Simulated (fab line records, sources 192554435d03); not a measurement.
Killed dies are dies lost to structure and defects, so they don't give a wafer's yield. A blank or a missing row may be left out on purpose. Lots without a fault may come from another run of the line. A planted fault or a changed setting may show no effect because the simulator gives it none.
Chamber matching | flow n5_finfet | N5_GATE_CUT_SAC_CAP_01 on ald_sin-02: 4 sister chambers
The step material SiNx, target thk 24 nm, pulse time 1 s, ald cycles 480. 8 wafers are shown with their chamber, then 9 later ones without.

WAFERS WITH THEIR CHAMBER
wafer  | chamber | heater_power_w (W) | susceptor_temp_C (C)
L079.6 | 0       | 733                | 400.15
L081.3 | 1       | 765                | 400.07
L084.1 | 3       | 847                | 399.66
L084.4 | 2       | 882                | 399.95
L084.6 | 3       | 863                | 399.96
L089.1 | 0       | 747                | 400.18
L089.5 | 1       | 756                | 400.18
L089.6 | 2       | 878                | 399.72

WAFERS WITHOUT THEIR CHAMBER
wafer  | heater_power_w (W) | susceptor_temp_C (C)
L091.1 | 758                | 399.89
L091.2 | 743                | 400.11
L091.4 | 878                | 399.94
L092.1 | 725                | 400.31
L092.2 | 850                | 400.09
L092.3 | 759                | 400.18
L094.3 | 739                | 400.13
L094.4 | 859                | 399.87
L094.6 | 729                | 400.52

WHICH CHAMBER EACH WENT THROUGH
wafer  | from the rows above     | in truth
L091.1 | can't be placed: 1 or 0 | 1
L091.2 | can't be placed: 0 or 1 | 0
L091.4 | 2                       | 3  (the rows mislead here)
L092.1 | 0                       | 0
L092.2 | can't be placed: 3 or 2 | 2
L092.3 | can't be placed: 1 or 0 | 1
L094.3 | 0                       | 0
L094.4 | can't be placed: 3 or 2 | 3
L094.6 | can't be placed: 0 or 1 | 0
Placed correctly: 2 of 9. Can't be placed from these rows: 6 (the true chamber is among the candidates in 6). Placed wrongly: 1.
How it was worked out, from the rows above alone: a wafer's distance from a chamber is the root of the sum, over the readings, of the square of ((its reading less the chamber's mean) divided by the reading's scatter). The wafer belongs to the nearest chamber; if the next one is less than 2 further off, it can't be placed. A chamber's mean is the mean of its shown wafers. The scatter: the root of (the sum of the squares of (reading less its chamber's mean) over the shown wafers, divided by (wafers less chambers)).
